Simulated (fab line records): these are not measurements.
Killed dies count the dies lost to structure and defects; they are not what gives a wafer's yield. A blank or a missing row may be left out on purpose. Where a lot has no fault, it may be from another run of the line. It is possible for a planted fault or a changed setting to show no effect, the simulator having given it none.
Split-lot experiment / flow n5_finfet / on a route of 1938 steps: 7 lots, 39 wafers read

## ON THE SPLIT
At N5_BEOL_M15_TRENCH_ETCH_34 (etches SiO2 in C4F8/O2/Ar, target depth 872.93 nm, time 199 s), the setting target_depth_a was moved away from the recipe's 8729.3 angstrom on 15 of the 39 wafers read, by -59.5% to +39.6%. The other wafers ran this setting at the recipe's value.

## FROM THE SPLIT TO THE READING: what the file shows between them, 12 steps
- N5_BEOL_M15_STRIP_36: strips in O2
- N5_BEOL_M15_STRIP_62: strips in O2
- N5_BEOL_M15_STRIP_37: strips in O2
- N5_BEOL_M15_ETCH_38: etches SiCN in CF4/N2, target depth 106.4 nm, time 120.5 s
- N5_BEOL_M15_PRECLEAN_39: cleans in residue remover, time 60 s
- N5_BEOL_M15_SRD_40: time 30 s, dry time 30 s
- N5_BEOL_M15_ECD_47: material Cu, target thk 1860 nm
- N5_BEOL_M15_ANNEAL_48: time 90 s
- N5_BEOL_M15_CMP_49: polishes, stops on SiO2, t overpolish 4.9 s, target thk 850 nm
- N5_BEOL_M15_THK_MEAS_50: measures by xrf
- N5_BEOL_M15_PRE_CLEAN_52: time 15 s
- N5_BEOL_M15_DEP_53: deposits SiCN from 3MS/NH3, target thk 50 nm, time 17.8 s

## THE READING
M15_RS, in ohm/sq, at N5_BEOL_M15_RS_MEAS_54 (measures by four-point-probe). Typical for fault-free wafers on this fab line: 0.0216 ohm/sq, with standard deviation 0.00035 ohm/sq.

wafer=L074.1; tool, chamber at the split=rie_diel-05, 3; target_depth_a as run, angstrom=12190; against the recipe=+39.6%; M15_RS, ohm/sq=0.0148; against lot-mates on the recipe=-0.0070
wafer=L074.2; tool, chamber at the split=rie_diel-05, 0; target_depth_a as run, angstrom=12190; against the recipe=+39.6%; M15_RS, ohm/sq=0.0153; against lot-mates on the recipe=-0.0065
wafer=L074.3; tool, chamber at the split=rie_diel-05, 2; target_depth_a as run, angstrom=8729.3; against the recipe=recipe; M15_RS, ohm/sq=0.0219; against lot-mates on the recipe=-
wafer=L074.4; tool, chamber at the split=rie_diel-05, 1; target_depth_a as run, angstrom=8729.3; against the recipe=recipe; M15_RS, ohm/sq=0.0217; against lot-mates on the recipe=-
wafer=L074.5; tool, chamber at the split=rie_diel-05, 1; target_depth_a as run, angstrom=8729.3; against the recipe=recipe; M15_RS, ohm/sq=0.0217; against lot-mates on the recipe=-
wafer=L074.6; tool, chamber at the split=rie_diel-05, 0; target_depth_a as run, angstrom=12190; against the recipe=+39.6%; M15_RS, ohm/sq=0.0153; against lot-mates on the recipe=-0.0065
wafer=L077.2; tool, chamber at the split=rie_diel-03, 2; target_depth_a as run, angstrom=8729.3; against the recipe=recipe; M15_RS, ohm/sq=0.0212; against lot-mates on the recipe=-
wafer=L077.4; tool, chamber at the split=rie_diel-03, 0; target_depth_a as run, angstrom=8729.3; against the recipe=recipe; M15_RS, ohm/sq=0.0214; against lot-mates on the recipe=-
wafer=L077.5; tool, chamber at the split=rie_diel-03, 3; target_depth_a as run, angstrom=8729.3; against the recipe=recipe; M15_RS, ohm/sq=0.0215; against lot-mates on the recipe=-
wafer=L078.1; tool, chamber at the split=rie_diel-03, 0; target_depth_a as run, angstrom=8729.3; against the recipe=recipe; M15_RS, ohm/sq=0.0219; against lot-mates on the recipe=-
wafer=L078.2; tool, chamber at the split=rie_diel-03, 2; target_depth_a as run, angstrom=7032; against the recipe=-19.4%; M15_RS, ohm/sq=0.0268; against lot-mates on the recipe=+0.0054
wafer=L078.3; tool, chamber at the split=rie_diel-03, 3; target_depth_a as run, angstrom=7032; against the recipe=-19.4%; M15_RS, ohm/sq=0.0272; against lot-mates on the recipe=+0.0058
wafer=L078.4; tool, chamber at the split=rie_diel-03, 1; target_depth_a as run, angstrom=8729.3; against the recipe=recipe; M15_RS, ohm/sq=0.0211; against lot-mates on the recipe=-
wafer=L078.5; tool, chamber at the split=rie_diel-03, 1; target_depth_a as run, angstrom=7032; against the recipe=-19.4%; M15_RS, ohm/sq=0.0267; against lot-mates on the recipe=+0.0053
wafer=L078.6; tool, chamber at the split=rie_diel-03, 2; target_depth_a as run, angstrom=8729.3; against the recipe=recipe; M15_RS, ohm/sq=0.0213; against lot-mates on the recipe=-
wafer=L081.1; tool, chamber at the split=rie_diel-05, 3; target_depth_a as run, angstrom=8729.3; against the recipe=recipe; M15_RS, ohm/sq=0.0212; against lot-mates on the recipe=-
wafer=L081.2; tool, chamber at the split=rie_diel-05, 2; target_depth_a as run, angstrom=11440; against the recipe=+31.1%; M15_RS, ohm/sq=0.0166; against lot-mates on the recipe=-0.0049
wafer=L081.3; tool, chamber at the split=rie_diel-05, 1; target_depth_a as run, angstrom=11440; against the recipe=+31.1%; M15_RS, ohm/sq=0.0166; against lot-mates on the recipe=-0.0049
wafer=L081.4; tool, chamber at the split=rie_diel-05, 0; target_depth_a as run, angstrom=11440; against the recipe=+31.1%; M15_RS, ohm/sq=0.0165; against lot-mates on the recipe=-0.0050
wafer=L081.5; tool, chamber at the split=rie_diel-05, 3; target_depth_a as run, angstrom=8729.3; against the recipe=recipe; M15_RS, ohm/sq=0.0212; against lot-mates on the recipe=-
wafer=L081.6; tool, chamber at the split=rie_diel-05, 2; target_depth_a as run, angstrom=8729.3; against the recipe=recipe; M15_RS, ohm/sq=0.0220; against lot-mates on the recipe=-
wafer=L087.1; tool, chamber at the split=rie_diel-05, 2; target_depth_a as run, angstrom=8729.3; against the recipe=recipe; M15_RS, ohm/sq=0.0219; against lot-mates on the recipe=-
wafer=L087.2; tool, chamber at the split=rie_diel-05, 3; target_depth_a as run, angstrom=10790; against the recipe=+23.6%; M15_RS, ohm/sq=0.0170; against lot-mates on the recipe=-0.0046
wafer=L087.3; tool, chamber at the split=rie_diel-05, 1; target_depth_a as run, angstrom=10790; against the recipe=+23.6%; M15_RS, ohm/sq=0.0175; against lot-mates on the recipe=-0.0041
wafer=L087.4; tool, chamber at the split=rie_diel-05, 0; target_depth_a as run, angstrom=10790; against the recipe=+23.6%; M15_RS, ohm/sq=0.0173; against lot-mates on the recipe=-0.0043
wafer=L087.5; tool, chamber at the split=rie_diel-05, 2; target_depth_a as run, angstrom=8729.3; against the recipe=recipe; M15_RS, ohm/sq=0.0217; against lot-mates on the recipe=-
wafer=L087.6; tool, chamber at the split=rie_diel-05, 3; target_depth_a as run, angstrom=8729.3; against the recipe=recipe; M15_RS, ohm/sq=0.0211; against lot-mates on the recipe=-
wafer=L091.1; tool, chamber at the split=rie_diel-05, 1; target_depth_a as run, angstrom=8729.3; against the recipe=recipe; M15_RS, ohm/sq=0.0217; against lot-mates on the recipe=-
wafer=L091.2; tool, chamber at the split=rie_diel-05, 0; target_depth_a as run, angstrom=8729.3; against the recipe=recipe; M15_RS, ohm/sq=0.0218; against lot-mates on the recipe=-
wafer=L091.3; tool, chamber at the split=rie_diel-05, 3; target_depth_a as run, angstrom=8729.3; against the recipe=recipe; M15_RS, ohm/sq=0.0212; against lot-mates on the recipe=-
wafer=L091.4; tool, chamber at the split=rie_diel-05, 1; target_depth_a as run, angstrom=8729.3; against the recipe=recipe; M15_RS, ohm/sq=0.0220; against lot-mates on the recipe=-
wafer=L091.5; tool, chamber at the split=rie_diel-05, 0; target_depth_a as run, angstrom=8729.3; against the recipe=recipe; M15_RS, ohm/sq=0.0219; against lot-mates on the recipe=-
wafer=L091.6; tool, chamber at the split=rie_diel-05, 3; target_depth_a as run, angstrom=8729.3; against the recipe=recipe; M15_RS, ohm/sq=0.0212; against lot-mates on the recipe=-
wafer=L095.1; tool, chamber at the split=rie_diel-03, 1; target_depth_a as run, angstrom=8729.3; against the recipe=recipe; M15_RS, ohm/sq=0.0213; against lot-mates on the recipe=-
wafer=L095.2; tool, chamber at the split=rie_diel-03, 2; target_depth_a as run, angstrom=8729.3; against the recipe=recipe; M15_RS, ohm/sq=0.0215; against lot-mates on the recipe=-
wafer=L095.3; tool, chamber at the split=rie_diel-03, 3; target_depth_a as run, angstrom=8729.3; against the recipe=recipe; M15_RS, ohm/sq=0.0216; against lot-mates on the recipe=-
wafer=L095.4; tool, chamber at the split=rie_diel-03, 3; target_depth_a as run, angstrom=3532; against the recipe=-59.5%; M15_RS, ohm/sq=0.0582; against lot-mates on the recipe=+0.0367
wafer=L095.5; tool, chamber at the split=rie_diel-03, 1; target_depth_a as run, angstrom=3532; against the recipe=-59.5%; M15_RS, ohm/sq=0.0565; against lot-mates on the recipe=+0.0350
wafer=L095.6; tool, chamber at the split=rie_diel-03, 2; target_depth_a as run, angstrom=3532; against the recipe=-59.5%; M15_RS, ohm/sq=0.0571; against lot-mates on the recipe=+0.0356

THE FIT
A straight line over all 39 wafers: M15_RS changes by -0.000396 ohm/sq for each +1% of target_depth_a; r = -0.90; the points scatter about the line by 0.0044 ohm/sq.
The same after taking each lot's own level away (the mean of its wafers on the recipe; 39 wafers): -0.000398 ohm/sq for each +1%; r = -0.91; scatter 0.0044 ohm/sq.
The reading moves by 0.024 ohm/sq for the largest change in target_depth_a, on that fit.
Measured against the standard deviation above, the lots' own levels, which go from 0.02137 to 0.02177 ohm/sq, span 1.1 times it.
The two slopes are in agreement: the lot-to-lot level therefore moves the slope only a little.
Check: with one of the wafers moved furthest among these (-59.5%) left out of the fit, the line predicts +0.0234 ohm/sq for it against its lot-mates. Against them it came out at +0.0367 ohm/sq.

## THESE WAFERS: OTHER SPLITS
Before the reading, these wafers also passed through other splits. Each is held against what the fit with the lots' levels taken away leaves over:
other split on the same wafers=N5_BEOL_M2_HM_DEP_02 target_thk_a; wafers away from the commonest value=18; r with M15_RS (lot level and that fit taken away)=-0.15
other split on the same wafers=N5_BEOL_M7_DESCUM_33 time_s; wafers away from the commonest value=6; r with M15_RS (lot level and that fit taken away)=+0.46
other split on the same wafers=N5_BEOL_M11_VIA_ETCH_34 target_depth_a; wafers away from the commonest value=15; r with M15_RS (lot level and that fit taken away)=+0.15

## THE WHOLE CHAIN: every reading that the file lists as answering this split, in the file's order
step=N5_BEOL_M15_TRENCH_ETCH_34; what it does=etches SiO2 in C4F8/O2/Ar, target depth 872.93 nm, time 199 s; reading=etch.depth_nm (the simulator's own value, which no gauge read); change (the file's fit)=+8.74 nm for each +1% of the setting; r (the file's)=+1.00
step=N5_BEOL_M15_TRENCH_ETCH_34; what it does=etches SiO2 in C4F8/O2/Ar, target depth 872.93 nm, time 199 s; reading=coat_of_BEOL_M15_COAT_22.thk_nm (the simulator's own value, which no gauge read); change (the file's fit)=-1.76 nm for each +1% of the setting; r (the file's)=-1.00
step=N5_BEOL_M15_TRENCH_ETCH_34; what it does=etches SiO2 in C4F8/O2/Ar, target depth 872.93 nm, time 199 s; reading=BEOL_M15.cd_nm (the simulator's own value, which no gauge read); change (the file's fit)=+0.0847 nm for each +1% of the setting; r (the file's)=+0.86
step=N5_BEOL_M15_ETCH_38; what it does=etches SiCN in CF4/N2, target depth 106.4 nm, time 120.5 s; reading=BEOL_M15.cd_nm (the simulator's own value, which no gauge read); change (the file's fit)=+0.0834 nm for each +1% of the setting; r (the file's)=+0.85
step=N5_BEOL_M15_CMP_49; what it does=polishes, stops on SiO2, t overpolish 4.9 s, target thk 850 nm; reading=Cu_of_BEOL_M15_ECD_47.thk_nm (the simulator's own value, which no gauge read); change (the file's fit)=+8.75 nm for each +1% of the setting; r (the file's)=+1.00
step=N5_BEOL_M15_THK_MEAS_50; what it does=measures by xrf; reading=M15_THK; change (the file's fit)=+8.78 for each +1% of the setting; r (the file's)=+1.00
step=N5_BEOL_M15_RS_MEAS_54; what it does=measures by four-point-probe; reading=M15_RS; change (the file's fit)=-0.000392 for each +1% of the setting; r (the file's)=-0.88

## FILE'S OWN FIT
M15_RS changes by -0.000392 ohm/sq for each +1% of target_depth_a, r = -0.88.
